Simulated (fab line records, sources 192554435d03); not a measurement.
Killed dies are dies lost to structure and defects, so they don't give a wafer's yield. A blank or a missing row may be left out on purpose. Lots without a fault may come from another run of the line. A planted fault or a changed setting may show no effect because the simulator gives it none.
Split-lot experiment | flow n5_finfet | 7 lots, 21 wafers read, on a route of 1938 steps

THE SPLIT
At N5_BEOL_M6_EXPOSE_08 (exposes mask M6), the setting dose_mj was moved away from the recipe's 68.25 on 6 of the 21 wafers read, by -4.5% to +6.9%. The other wafers ran this setting at the recipe's value.

FROM THE SPLIT TO THE READING: what the file shows between them, 16 steps
- N5_BEOL_M6_PEB_09: peb time 60 s
- N5_BEOL_M6_DEVELOP_10: develop time 30 s
- N5_BEOL_M6_CD_MEAS_11: target cd 38.5 nm
- N5_BEOL_M6_DESCUM_16: chemistry O2, time 7.9 s
- N5_BEOL_M6_ETCH_61: etches SiARC in CF4, target depth 45.5 nm, time 75.8 s
- N5_BEOL_M6_ETCH_62: etches SOC in N2/H2, target depth 110 nm, overetch 22 nm, time 165 s
- N5_BEOL_M6_STRIP_68: strips in N2/H2
- N5_BEOL_M6_STRIP_67: strips in CF4
- N5_BEOL_M6_HM_OPEN_17: chemistry Cl2/BCl3, target TiN, target depth 20 nm, overetch 6 nm
- N5_BEOL_M6_STRIP_19: strips in O2
- N5_BEOL_M6_CD_MEAS_18: pitch 80 nm, target cd 40 nm
- N5_BEOL_M6_TRENCH_ETCH_37: etches SiCOH lowk in C4F6/O2, target depth 94.435 nm, time 31.5 s (also split here: bias_w)
- N5_BEOL_M6_ETCH_41: etches SiCN in CH3F/O2, target depth 29.7 nm, time 52 s
- N5_BEOL_M6_STRIP_80: strips in N2/H2, time 10 s
- N5_BEOL_M6_PRECLEAN_42: cleans in residue remover, time 60 s
- N5_BEOL_M6_SRD_43: time 30 s

THE READING
cd_nm, in nm, at N5_BEOL_M6_CD_MEAS_35 (target cd 40 nm, target cd y 28 nm). Fault-free wafers of this fab line usually give 39.9 nm, standard deviation 0.62 nm.

wafer  | tool, chamber at the split | dose_mj as run | against the recipe | cd_nm, nm | against lot-mates on the recipe
L074.3 | arfi_scanner-01, 0         | 68.25          | recipe             | 41.1      | -
L074.5 | arfi_scanner-01, 0         | 65.21          | -4.5%              | 39.0      | -1.6
L074.6 | arfi_scanner-01, 0         | 68.25          | recipe             | 40.1      | -
L075.3 | arfi_scanner-03, 0         | 68.25          | recipe             | 39.8      | -
L075.4 | arfi_scanner-03, 0         | 68.25          | recipe             | 39.7      | -
L075.5 | arfi_scanner-03, 0         | 68.25          | recipe             | 39.9      | -
L077.2 | arfi_scanner-03, 0         | 66.06          | -3.2%              | 38.3      | -1.2
L077.3 | arfi_scanner-03, 0         | 68.25          | recipe             | 38.8      | -
L077.5 | arfi_scanner-03, 0         | 68.25          | recipe             | 40.2      | -
L078.1 | arfi_scanner-02, 0         | 68.25          | recipe             | 39.6      | -
L078.2 | arfi_scanner-02, 0         | 72.98          | +6.9%              | 43.1      | +3.5
L078.4 | arfi_scanner-02, 0         | 72.98          | +6.9%              | 43.7      | +4.1
L088.1 | arfi_scanner-01, 0         | 68.25          | recipe             | 38.6      | -
L088.2 | arfi_scanner-01, 0         | 68.25          | recipe             | 39.3      | -
L088.3 | arfi_scanner-01, 0         | 72.03          | +5.5%              | 41.8      | +2.8
L090.2 | arfi_scanner-02, 0         | 68.25          | recipe             | 39.3      | -
L090.3 | arfi_scanner-02, 0         | 68.25          | recipe             | 39.7      | -
L090.4 | arfi_scanner-02, 0         | 68.25          | recipe             | 39.5      | -
L094.3 | arfi_scanner-02, 0         | 68.25          | recipe             | 40.0      | -
L094.5 | arfi_scanner-02, 0         | 68.25          | recipe             | 40.6      | -
L094.6 | arfi_scanner-02, 0         | 65.61          | -3.9%              | 38.3      | -2.0

THE FIT
A straight line over all 21 wafers: cd_nm changes by +0.435 nm for each +1% of dose_mj; r = +0.89; the points scatter about the line by 0.65 nm.
The same after taking each lot's own level away (the mean of its wafers on the recipe; 21 wafers): +0.504 nm for each +1%; r = +0.97; scatter 0.39 nm.
On that fit, the largest move of dose_mj shifts the reading by 3.5 nm.
The lots' own levels span 38.95 to 40.60 nm, that is 2.7 times the standard deviation above.
So the lot-to-lot level changes the slope: the two fits differ.
Check: with one of the wafers moved furthest among these (+6.9%) left out of the fit, the line predicts +3.6 nm for it against its lot-mates. It came out at +3.5 nm against them.

OTHER SPLITS ON THESE WAFERS
These wafers also went through other splits before the reading. Each is held against what the fit with the lots' levels taken away leaves over:
other split on the same wafers   | wafers away from the commonest value | r with cd_nm (lot level and that fit taken away)
N5_BEOL_M4_ETCH_70 source_w      | 4                                    | +0.18
N5_BEOL_M4_TRENCH_ETCH_37 time_s | 5                                    | -0.35
N5_BEOL_M6_TRENCH_ETCH_37 bias_w | 6                                    | -0.20

THE WHOLE CHAIN: every reading that the file lists as answering this split, in the file's order
step                  | what it does                                                         | reading                                                               | change (the file's fit)               | r (the file's)
N5_BEOL_M6_CD_MEAS_11 | target cd 38.5 nm                                                    | cd_nm                                                                 | +0.508 nm for each +1% of the setting | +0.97
N5_BEOL_M6_ETCH_61    | etches SiARC in CF4, target depth 45.5 nm, time 75.8 s               | BEOL_M6.cd_offset_nm (the simulator's own value, which no gauge read) | +0.474 nm for each +1% of the setting | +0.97
N5_BEOL_M6_ETCH_62    | etches SOC in N2/H2, target depth 110 nm, overetch 22 nm, time 165 s | BEOL_M6.cd_offset_nm (the simulator's own value, which no gauge read) | +0.501 nm for each +1% of the setting | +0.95
N5_BEOL_M6_HM_OPEN_17 | chemistry Cl2/BCl3, target TiN, target depth 20 nm, overetch 6 nm    | BEOL_M6.cd_offset_nm (the simulator's own value, which no gauge read) | +0.508 nm for each +1% of the setting | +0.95
N5_BEOL_M6_CD_MEAS_18 | pitch 80 nm, target cd 40 nm                                         | cd_nm                                                                 | +0.476 nm for each +1% of the setting | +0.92
N5_BEOL_M6_CD_MEAS_35 | target cd 40 nm, target cd y 28 nm                                   | cd_nm                                                                 | +0.491 nm for each +1% of the setting | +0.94

THE FILE'S OWN FIT
cd_nm changes by +0.491 nm for each +1% of dose_mj, r = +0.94.
